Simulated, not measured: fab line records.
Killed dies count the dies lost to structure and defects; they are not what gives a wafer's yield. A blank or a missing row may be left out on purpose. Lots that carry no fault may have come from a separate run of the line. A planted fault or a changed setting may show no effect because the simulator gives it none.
Struck lot and sound lot, side by side ; flow nand-harc ; 40 out of 1302 route steps
Sound: the wafers L403.1, L403.3, L403.5. Struck: wafers L407.2, L407.3, L407.6. The cause is given at the end.
Per side, at each step with rows, come the tool, then ch with its chambers, and then its first start. Under that, the readings that differ: sound wafers ; struck wafers ; difference of the means ; sigmas: that difference in standard deviations of wafers without a fault.
alike: same words and numbers on both sides, and readings whose means sit less than 2 such deviations apart. not compared: any withheld reading, any reading some wafer has no value for, any bound like >300 that may hide the same value, and any number with overlapping values for which the record gives no deviation.
The two part at a step that has a row with sigmas, a row that says differs or no value, or rows on one side only. When numbers do not overlap yet have no deviation, they are printed without sigmas and do not part them. A reading missing from all wafers of one side parts the sides only when that side holds two or more wafers.

first, 6 steps without rows for these wafers: NHARC_A_STAIRCASE_DESCUM_270 (chemistry O2, time 3 s); NHARC_A_STAIRCASE_ETCH_271 (etches the open film in CF4/CHF3); NHARC_A_STAIRCASE_HM_OPEN_457 (chemistry O2/COS); NHARC_A_STAIRCASE_STRIP_458 (strips in O2/COS); NHARC_A_STAIRCASE_ETCH_451 (etches the open film in CF4/O2, target depth 30 nm, overetch 3 nm, time 16.5 s); NHARC_A_STAIRCASE_ETCH_273 (etches the open film in C4F8/O2/Ar, target depth 10200 nm, time 2468.6 s).
NHARC_A_STAIRCASE_STRIP_274: strips in O2.
  sound on rie-diel-08 ch 0,1,3; struck on rie-diel-08 ch 1,2,3
  alike: chamber-pressure-mTorr, drypump-motor-current-A, oes-product-au, rf-vpp-V, showerhead-plenum-p-Torr, throttle-valve-pct
  not compared: rf-hours-counter-h
then, 4 steps without rows for these wafers: NHARC_A_STAIRCASE_STRIP_275 (strips in SPM, time 900 s); NHARC_A_STAIRCASE_PRECLEAN_276 (cleans in SC1); NHARC_A_STAIRCASE_SRD_277; NHARC_A_STAIRCASE_HM_DEP_459 (deposits aC, target thk 1500 nm).
NHARC_A_STAIRCASE_DEP_280: deposits SiON, target thk 30 nm.
  sound on pecvd-04 ch 0,2, day 17 10:07; struck on pecvd-03 ch 0,1, day 18 14:46
  alike: heater-power-w
then, 10 steps without rows for these wafers: NHARC_A_STAIRCASE_DEHYDRATE_281 (time 120 s); NHARC_A_STAIRCASE_HMDS_282 (time 30 s); NHARC_A_STAIRCASE_COAT_283; NHARC_A_STAIRCASE_SOFTBAKE_284 (time 170 s); NHARC_A_STAIRCASE_EBR_285; NHARC_A_STAIRCASE_EXPOSE_286 (exposes mask CHOP 100); NHARC_A_STAIRCASE_PEB_287 (peb time 130 s); NHARC_A_STAIRCASE_DEVELOP_288 (time 140 s); NHARC_A_STAIRCASE_HARDBAKE_290 (time 140 s); NHARC_A_STAIRCASE_DESCUM_291 (chemistry O2, time 3 s).
NHARC_A_STAIRCASE_ETCH_292: etches the open film in CF4/CHF3.
  sound on rie-diel-08 ch 0,2,3, day 17 11:10; struck on rie-diel-08 ch 2,3, day 18 15:43
  alike: chamber-pressure-mTorr, drypump-motor-current-A, oes-product-au, rf-vpp-V, showerhead-plenum-p-Torr, throttle-valve-pct
  not compared: rf-hours-counter-h
NHARC_A_STAIRCASE_HM_OPEN_460: chemistry O2/COS.
  sound on rie-diel-08 ch 1,2,3; struck on rie-diel-08 ch 1,2
  alike: chamber-pressure-mTorr, drypump-motor-current-A, oes-product-au, rf-vpp-V, showerhead-plenum-p-Torr, throttle-valve-pct
  not compared: rf-hours-counter-h
then, 1 step without rows for these wafers: NHARC_A_STAIRCASE_STRIP_461 (strips in O2/COS).
NHARC_A_STAIRCASE_ETCH_452: etches the open film in CF4/O2, target depth 30 nm, overetch 3 nm, time 16.5 s.
  sound on rie-diel-08 ch 0,1,3; struck on rie-diel-08 ch 0,3
  alike: chamber-pressure-mTorr, drypump-motor-current-A, oes_ar_750_au, oes-product-au, rf-vpp-V, showerhead-plenum-p-Torr, throttle-valve-pct
  not compared: rf-hours-counter-h
NHARC_A_STAIRCASE_ETCH_294: etches the open film in C4F8/O2/Ar, target depth 4989 nm, time 1211.6 s.
  sound on rie-diel-08 ch 1,2; struck on rie-diel-08 ch 2,3
reading;sound;struck;difference;sigmas
chamber-pressure-mTorr (mTorr);25.055 25.030 25.005;24.962 25.000 24.987;-0.047;-2
  alike: oes-product-au, rf-vpp-V
  not compared: rf-hours-counter-h
then, 12 steps without rows for these wafers: NHARC_A_STAIRCASE_STRIP_295 (strips in O2); NHARC_A_STAIRCASE_STRIP_296 (strips in SPM, time 900 s); NHARC_A_STAIRCASE_PRECLEAN_297 (cleans in SC1); NHARC_A_STAIRCASE_SRD_298; NHARC_A_STAIRCASE_HM_DEP_462 (deposits aC, target thk 800 nm); NHARC_A_STAIRCASE_DEP_301 (deposits SiON, target thk 30 nm); NHARC_A_STAIRCASE_DEHYDRATE_302 (time 120 s); NHARC_A_STAIRCASE_HMDS_303 (time 30 s); NHARC_A_STAIRCASE_COAT_304; NHARC_A_STAIRCASE_SOFTBAKE_305 (time 170 s); NHARC_A_STAIRCASE_EBR_306; NHARC_A_STAIRCASE_EXPOSE_307 (exposes mask CHOP 50).
-- record jumps: 8 days between struck wafers' starts before vs after; left off in module A_STAIRCASE, resumes in module END, first step shown is number 1302 of the route --
NHARC_END_SORT_01:
  the record has rows for the struck wafers here (prober-02 ch 0, day 26 05:20) and none for the sound ones

WHERE THEY PART
At NHARC_A_STAIRCASE_ETCH_294 first; at NHARC_END_SORT_01 last (within this record only).

WHY: what the simulator had put in
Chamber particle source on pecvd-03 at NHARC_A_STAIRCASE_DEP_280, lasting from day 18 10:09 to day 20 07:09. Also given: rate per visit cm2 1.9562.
